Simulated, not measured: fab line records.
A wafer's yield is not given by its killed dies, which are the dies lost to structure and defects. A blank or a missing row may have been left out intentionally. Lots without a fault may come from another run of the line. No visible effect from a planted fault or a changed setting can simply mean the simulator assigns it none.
The tool behind it: which one? :: flow n5-finfet :: 10 lots with 30 wafers sampled at 3 steps, on a route of 1938 steps

## WHAT THE GAUGES READ, wafer by wafer
N5_BEOL_M13_OVL_MEAS_11.
lot: L615
measured: day 11 04:01
on: overlay-02
V12_OVL (nm): -5 -1 -10

lot: L616
measured: day 11 17:17
on: overlay-02
V12_OVL (nm): 5 2 5

lot: L619
measured: day 12 04:22
on: overlay-01
V12_OVL (nm): 3 -3 0

lot: L618
measured: day 12 06:53
on: overlay-02
V12_OVL (nm): 5 6 2

lot: L623
measured: day 13 14:28
on: overlay-01
V12_OVL (nm): 0 0 6

lot: L624
measured: day 13 14:25
on: overlay-01
V12_OVL (nm): 1 2 0

lot: L626
measured: day 14 08:22
on: overlay-01
V12_OVL (nm): 7 3 6

lot: L634
measured: day 16 01:20
on: overlay-01
V12_OVL (nm): 5 -2 1

lot: L635
measured: day 16 10:25
on: overlay-01
V12_OVL (nm): 14 10 8

lot: L637
measured: day 16 15:05
on: overlay-01
V12_OVL (nm): 16 11 7

## EACH LOT AND THE TOOL THAT RAN IT (in order: tool; ch and the chambers of the sampled wafers; start)
lot: L615
N5_BEOL_M12_DESCUM_33: rie-diel-04 ch 0,1, day 10 23:20
N5_BEOL_M12_STRIP_37: plasma-asher-01 ch 0,1, day 10 23:54

lot: L616
N5_BEOL_M12_DESCUM_33: rie-diel-04 ch 1,2,3, day 11 12:40
N5_BEOL_M12_STRIP_37: plasma-asher-02 ch 0,1, day 11 13:13

lot: L619
N5_BEOL_M12_DESCUM_33: rie-diel-04 ch 0,1,2, day 11 21:06
N5_BEOL_M12_STRIP_37: plasma-asher-02 ch 0,1, day 11 21:39

lot: L618
N5_BEOL_M12_DESCUM_33: rie-diel-02 ch 0,1,2, day 11 22:44
N5_BEOL_M12_STRIP_37: plasma-asher-02 ch 0,1, day 11 23:19

lot: L623
N5_BEOL_M12_DESCUM_33: rie-diel-01 ch 1,2,3, day 13 09:56
N5_BEOL_M12_STRIP_37: plasma-asher-01 ch 0,1, day 13 10:29

lot: L624
N5_BEOL_M12_DESCUM_33: rie-diel-01 ch 0,3, day 13 11:02
N5_BEOL_M12_STRIP_37: plasma-asher-01 ch 0,1, day 13 11:35

lot: L626
N5_BEOL_M12_DESCUM_33: rie-diel-02 ch 0,1, day 14 04:02
N5_BEOL_M12_STRIP_37: plasma-asher-01 ch 0,1, day 14 04:35

lot: L634
N5_BEOL_M12_DESCUM_33: rie-diel-04 ch 2,3, day 15 22:08
N5_BEOL_M12_STRIP_37: plasma-asher-02 ch 0, day 15 22:43

lot: L635
N5_BEOL_M12_DESCUM_33: rie-diel-02 ch 0,1,2, day 16 07:14
N5_BEOL_M12_STRIP_37: plasma-asher-01 ch 1, day 16 07:47

lot: L637
N5_BEOL_M12_DESCUM_33: rie-diel-04 ch 1,2,3, day 16 10:55
N5_BEOL_M12_STRIP_37: plasma-asher-02 ch 0,1, day 16 11:29
- N5_BEOL_M12_DESCUM_33: chemistry O2, time 7.9 s.
- N5_BEOL_M12_STRIP_37: strips in N2/H2.

## THE ANSWER, worked out from the rows above alone
Rule: usual is defined by the lots themselves. The widest of any qualifying gaps counts: lots, ordered by their means at a reading, are off when they make up no more than a third of the lots, leave a main group of 4 or more, and stand apart from it by 3 or more times the standard deviation of that group's means. Not used: any main group whose means are identical at the precision the tables above print for the reading. A lot without any number at a reading at which 4 lots or more have one is off too. Any other lot the step has rows for is counted as sound.
Nothing can be told from this: no lot is off at any reading shown.

## WHAT THE SIMULATOR PUT IN
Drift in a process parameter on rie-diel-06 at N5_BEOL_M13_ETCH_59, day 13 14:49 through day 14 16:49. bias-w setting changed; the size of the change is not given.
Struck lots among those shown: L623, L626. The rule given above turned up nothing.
